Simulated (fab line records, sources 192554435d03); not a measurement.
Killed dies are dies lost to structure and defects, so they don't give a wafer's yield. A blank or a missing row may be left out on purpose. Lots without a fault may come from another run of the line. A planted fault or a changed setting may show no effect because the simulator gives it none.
Chamber matching | flow n5_finfet | N5_ILD0_CMP_12 on cmp-04: 4 sister chambers
The step polishes SiNx, stops on poly-Si, t overpolish 6 s, target thk 17.67 nm. 8 wafers are shown with their chamber, then 8 later ones without.

WAFERS WITH THEIR CHAMBER
wafer  | chamber | motor_current_A (A) | time_to_endpoint_s (s)
L075.1 | 0       | 11.7                | 30.7
L076.3 | 0       | 11.1                | 28.8
L076.5 | 1       | 9.9                 | 30.8
L081.5 | 2       | 9.4                 | 25.9
L088.1 | 1       | 9.2                 | 33.4
L088.4 | 2       | 8.8                 | 29.1
L088.5 | 3       | 7.9                 | 32.4
L091.1 | 3       | 8.3                 | 30.7

WAFERS WITHOUT THEIR CHAMBER
wafer  | motor_current_A (A) | time_to_endpoint_s (s)
L091.2 | 8.8                 | 29.5
L091.6 | 9.5                 | 32.4
L092.1 | 8.6                 | 29.6
L092.2 | 10.9                | 28.0
L092.3 | 9.3                 | 29.8
L093.3 | 9.1                 | 31.6
L093.4 | 8.9                 | 31.4
L093.6 | 12.0                | 32.5

WHICH CHAMBER EACH WENT THROUGH
wafer  | from the rows above          | in truth
L091.2 | can't be placed: 2 or 3 or 1 | 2
L091.6 | 1                            | 1
L092.1 | can't be placed: 3 or 2 or 1 | 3
L092.2 | 0                            | 0
L092.3 | can't be placed: 2 or 1 or 3 | 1
L093.3 | can't be placed: 1 or 2 or 3 | 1
L093.4 | can't be placed: 1 or 3 or 2 | 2
L093.6 | 0                            | 0
Placed correctly: 3 of 8. Can't be placed from these rows: 5 (the true chamber is among the candidates in 5). Placed wrongly: 0.
How it was worked out, from the rows above alone: a wafer's distance from a chamber is the root of the sum, over the readings, of the square of ((its reading less the chamber's mean) divided by the reading's scatter). The wafer belongs to the nearest chamber; if the next one is less than 2 further off, it can't be placed. A chamber's mean is the mean of its shown wafers. The scatter: the root of (the sum of the squares of (reading less its chamber's mean) over the shown wafers, divided by (wafers less chambers)).
